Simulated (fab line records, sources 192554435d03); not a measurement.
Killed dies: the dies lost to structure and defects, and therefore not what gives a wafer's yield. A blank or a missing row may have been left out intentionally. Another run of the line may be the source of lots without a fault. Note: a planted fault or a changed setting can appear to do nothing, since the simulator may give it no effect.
Chamber matching :: flow n5 finfet :: N5_BEOL_M15_ETCH_57 on rie diel-02 has 4 sister chambers
The step etches SOC in N2/H2, time 750 s. 16 wafers are shown with their chamber, then 8 later ones without.

## EACH WAFER AND ITS CHAMBER
wafer: L074.3
chamber: 2
showerhead plenum p Torr (Torr): 2.71
throttle valve pct (%): 17.81
drypump motor current A (A): 5.7

wafer: L074.4
chamber: 0
showerhead plenum p Torr (Torr): 2.57
throttle valve pct (%): 17.27
drypump motor current A (A): 6.7

wafer: L074.6
chamber: 1
showerhead plenum p Torr (Torr): 2.40
throttle valve pct (%): 18.05
drypump motor current A (A): 5.7

wafer: L080.1
chamber: 1
showerhead plenum p Torr (Torr): 2.40
throttle valve pct (%): 18.04
drypump motor current A (A): 5.7

wafer: L080.3
chamber: 3
showerhead plenum p Torr (Torr): 2.42
throttle valve pct (%): 17.71
drypump motor current A (A): 5.8

wafer: L080.4
chamber: 2
showerhead plenum p Torr (Torr): 2.71
throttle valve pct (%): 17.84
drypump motor current A (A): 5.7

wafer: L082.3
chamber: 3
showerhead plenum p Torr (Torr): 2.42
throttle valve pct (%): 17.73
drypump motor current A (A): 5.9

wafer: L082.4
chamber: 1
showerhead plenum p Torr (Torr): 2.40
throttle valve pct (%): 18.08
drypump motor current A (A): 5.7

wafer: L082.6
chamber: 0
showerhead plenum p Torr (Torr): 2.57
throttle valve pct (%): 17.30
drypump motor current A (A): 6.6

wafer: L078.1
chamber: 1
showerhead plenum p Torr (Torr): 2.40
throttle valve pct (%): 18.08
drypump motor current A (A): 5.7

wafer: L078.4
chamber: 3
showerhead plenum p Torr (Torr): 2.41
throttle valve pct (%): 17.73
drypump motor current A (A): 5.8

wafer: L078.5
chamber: 1
showerhead plenum p Torr (Torr): 2.40
throttle valve pct (%): 18.08
drypump motor current A (A): 5.8

wafer: L090.1
chamber: 3
showerhead plenum p Torr (Torr): 2.41
throttle valve pct (%): 17.78
drypump motor current A (A): 5.8

wafer: L090.3
chamber: 2
showerhead plenum p Torr (Torr): 2.70
throttle valve pct (%): 17.88
drypump motor current A (A): 5.7

wafer: L090.5
chamber: 2
showerhead plenum p Torr (Torr): 2.70
throttle valve pct (%): 17.89
drypump motor current A (A): 5.7

wafer: L089.2
chamber: 1
showerhead plenum p Torr (Torr): 2.39
throttle valve pct (%): 18.09
drypump motor current A (A): 5.7

SIGNATURES, as means of the wafers listed above
reading: showerhead plenum p Torr
chamber 0: 2.5700
chamber 1: 2.3983
chamber 2: 2.7050
chamber 3: 2.4150
scatter within a chamber: 0.00486

reading: throttle valve pct
chamber 0: 17.2850
chamber 1: 18.0700
chamber 2: 17.8550
chamber 3: 17.7375
scatter within a chamber: 0.0277

reading: drypump motor current A
chamber 0: 6.650
chamber 1: 5.717
chamber 2: 5.700
chamber 3: 5.825
scatter within a chamber: 0.0417
Rule: a wafer lies at a distance from a chamber equal to the root of the sum of squares, over the readings, of (its reading less the chamber's mean, divided by the reading's scatter). If the next closest chamber is less than 2 further off than the closest, the wafer can't be placed; otherwise it belongs to the closest. The scatter is the square root of a quotient: the sum, over the shown wafers, of each reading's squared deviation from its chamber's mean, divided by wafers minus chambers.

## WAFERS WITH NO CHAMBER GIVEN
wafer: L089.4
showerhead plenum p Torr (Torr): 2.56
throttle valve pct (%): 17.34
drypump motor current A (A): 6.7

wafer: L089.6
showerhead plenum p Torr (Torr): 2.39
throttle valve pct (%): 18.10
drypump motor current A (A): 5.7

wafer: L095.1
showerhead plenum p Torr (Torr): 2.56
throttle valve pct (%): 17.37
drypump motor current A (A): 6.7

wafer: L095.2
showerhead plenum p Torr (Torr): 2.69
throttle valve pct (%): 17.89
drypump motor current A (A): 5.7

wafer: L095.4
showerhead plenum p Torr (Torr): 2.41
throttle valve pct (%): 17.77
drypump motor current A (A): 5.8

wafer: L097.2
showerhead plenum p Torr (Torr): 2.40
throttle valve pct (%): 17.78
drypump motor current A (A): 5.8

wafer: L097.4
showerhead plenum p Torr (Torr): 2.69
throttle valve pct (%): 17.88
drypump motor current A (A): 5.7

wafer: L097.5
showerhead plenum p Torr (Torr): 2.40
throttle valve pct (%): 17.77
drypump motor current A (A): 5.8

## WHICH CHAMBER EACH WENT THROUGH
wafer: L089.4
from the rows above: 0
in truth: 0

wafer: L089.6
from the rows above: 1
in truth: 1

wafer: L095.1
from the rows above: 0
in truth: 0

wafer: L095.2
from the rows above: 2
in truth: 2

wafer: L095.4
from the rows above: 3
in truth: 3

wafer: L097.2
from the rows above: 3
in truth: 3

wafer: L097.4
from the rows above: 2
in truth: 2

wafer: L097.5
from the rows above: 3
in truth: 3
Placed correctly: 8 of 8. Number that these rows cannot place: 0. Wrongly placed: 0.
